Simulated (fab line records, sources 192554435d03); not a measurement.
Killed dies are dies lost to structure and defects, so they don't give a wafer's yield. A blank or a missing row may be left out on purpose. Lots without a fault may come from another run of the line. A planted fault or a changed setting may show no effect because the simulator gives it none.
Chamber matching | flow n5_finfet | N5_BEOL_M0_SAQP_ETCH_106 on rie_diel-05: 4 sister chambers
The step etches SOC in N2/H2, stops on SiNx, target depth 150 nm. 14 wafers are shown with their chamber, then 7 later ones without.

WAFERS WITH THEIR CHAMBER
wafer  | chamber | showerhead_plenum_p_Torr (Torr) | drypump_motor_current_A (A) | oes_product_au (a.u.)
L076.2 | 1       | 2.54                            | 6.0                         | 0.76
L076.3 | 0       | 2.66                            | 5.0                         | 0.76
L076.5 | 2       | 2.50                            | 5.3                         | 0.94
L077.1 | 1       | 2.54                            | 6.0                         | 0.76
L077.4 | 2       | 2.50                            | 5.3                         | 0.93
L077.5 | 1       | 2.54                            | 6.0                         | 0.76
L078.1 | 1       | 2.54                            | 6.0                         | 0.75
L078.4 | 2       | 2.50                            | 5.3                         | 0.93
L078.6 | 1       | 2.54                            | 6.0                         | 0.76
L080.2 | 0       | 2.66                            | 5.0                         | 0.77
L080.3 | 1       | 2.53                            | 6.0                         | 0.75
L080.6 | 3       | 2.66                            | 5.8                         | 0.76
L082.1 | 1       | 2.53                            | 6.0                         | 0.75
L082.5 | 0       | 2.66                            | 5.1                         | 0.76

SIGNATURES (means of the wafers above)
reading                  | chamber 0 | chamber 1 | chamber 2 | chamber 3 | scatter within a chamber
showerhead_plenum_p_Torr | 2.6600    | 2.5371    | 2.5000    | 2.6600    | 0.00378
drypump_motor_current_A  | 5.033     | 6.000     | 5.300     | 5.800     | 0.0258
oes_product_au           | 0.7633    | 0.7557    | 0.9333    | 0.7600    | 0.00552
Rule: a wafer's distance from a chamber is the root of the sum, over the readings, of the square of ((its reading less the chamber's mean) divided by the reading's scatter). The wafer belongs to the nearest chamber; if the next one is less than 2 further off, it can't be placed. The scatter: the root of (the sum of the squares of (reading less its chamber's mean) over the shown wafers, divided by (wafers less chambers)).

WAFERS WITHOUT THEIR CHAMBER
wafer  | showerhead_plenum_p_Torr (Torr) | drypump_motor_current_A (A) | oes_product_au (a.u.)
L082.6 | 2.53                            | 6.0                         | 0.75
L086.1 | 2.65                            | 5.1                         | 0.75
L086.4 | 2.53                            | 6.0                         | 0.75
L086.5 | 2.53                            | 6.0                         | 0.74
L087.4 | 2.65                            | 5.0                         | 0.76
L087.5 | 2.66                            | 5.8                         | 0.74
L087.6 | 2.49                            | 5.3                         | 0.90

WHICH CHAMBER EACH WENT THROUGH
wafer  | from the rows above | in truth
L082.6 | 1                   | 1
L086.1 | 0                   | 0
L086.4 | 1                   | 1
L086.5 | 1                   | 1
L087.4 | 0                   | 0
L087.5 | 3                   | 3
L087.6 | 2                   | 2
Placed correctly: 7 of 7. Can't be placed from these rows: 0. Placed wrongly: 0.
